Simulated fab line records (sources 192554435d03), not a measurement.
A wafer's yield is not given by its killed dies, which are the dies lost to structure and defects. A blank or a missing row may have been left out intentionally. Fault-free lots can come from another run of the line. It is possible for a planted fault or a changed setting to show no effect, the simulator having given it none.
Problem report in the 8D (eight disciplines) form, filled by code + flow n5Finfet + the parts of the form that need people (team, actions taken, sign-off) are left out

1. THE ISSUE
Mean of spinSpeedRpm at N5_BEOL_M1_COAT_62: 1627.8 rpm across 9 wafers in 3 lots; on wafers with no fault it is 1500.1 rpm (standard deviation 1). So: +99 or more standard deviations from the usual mean.
The step: time 60 s, resist thk 12 nm.
First observed at day 7 18:06: wafer L385.2, on lithoTrack-03. The record holds 21 wafers of 7 lots with a number at this step. Rule for "out" (also "out of limits"): further than 4 standard deviations from the usual mean. Any other wafer with a number is counted as sound.

2. WHAT IT IS, AND WHAT IT ISN'T
| question                    | is                     | is not                                                                   |
|-----------------------------|------------------------|--------------------------------------------------------------------------|
| which readings at this step | spinSpeedRpm           | plateTempC, resistLineTempC                                              |
| which lots                  | L385, L387, L388       | L383, L386, L390, L403                                                   |
| which wafers of those lots  | all that have a number | -                                                                        |
| read on which tools         | lithoTrack-03          | lithoTrack-04, lithoTrack-05                                             |
| when                        | from day 7 18:06       | up to then (6 sound wafers); but 6 sound wafers of L390, L403 came after |

3. WHAT RULES OUT EACH SUSPECT
Counting: a tool stays on the suspect list if, at a process step up to the reading, it processed all lots that are out and no sound lot following the first of them.
- pecvd-04 at N5_BEOL_M1_ILD_DEP_00 (deposits SiOC from DEMS/O2, target thk 79 nm, time 15.3 s): ruled out as a lasting fault. After its first lot that is out, L385 (day 7 16:01), sound lots L390, L403 ran on it.
- lithoTrack-03 at N5_BEOL_M1_COAT_62 (time 60 s, resist thk 12 nm): kept. It processed each lot that is out, first L385 at day 7 18:06, and no sound lot thereafter; up to then, the last sound lot it processed was L386 at day 7 14:13. Out on those wafers are its own readings of spinSpeedRpm.
Remaining after the count: lithoTrack-03 at N5_BEOL_M1_COAT_62.

4. THE CAUSE (what the simulator had put in)
Process parameters drifting: lithoTrack-03 at N5_BEOL_M1_COAT_62, beginning at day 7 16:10. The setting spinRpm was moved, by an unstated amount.
This tool alone remained once counting was done.

5. THE EFFECT CHAIN, in route order
One row per reading whose mean, taken over the struck wafers that have a number, lies over 3 standard deviations from the usual. Scope: only readings with a usual standard deviation given in the record; hours: median across lots of the time from each lot's start at the first step in this table that gives one to its start at this step; sigmas: change in usual standard deviations.
| hours | step               | reading      | usual      | on struck wafers | change | sigmas      |
|-------|--------------------|--------------|------------|------------------|--------|-------------|
| 0     | N5_BEOL_M1_COAT_62 | spinSpeedRpm | 1500.1 rpm | 1627.8           | +127.7 | +99 or more |
It contains these process steps:
- N5_BEOL_M1_COAT_62: time 60 s, resist thk 12 nm.
Later steps that measure or inspect, where all struck wafers having a row at the step show a number for every such reading and not one has moved that far: N5_BEOL_M1_CD_MEAS_11, N5_BEOL_M1_OVL_MEAS_12, N5_BEOL_M1_INSPECT_13.

6. WHAT WOULD HAVE CAUGHT IT SOONER
In this record no reading fell out of limits until day 7 18:06, 2 hours after the fault had begun at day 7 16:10.
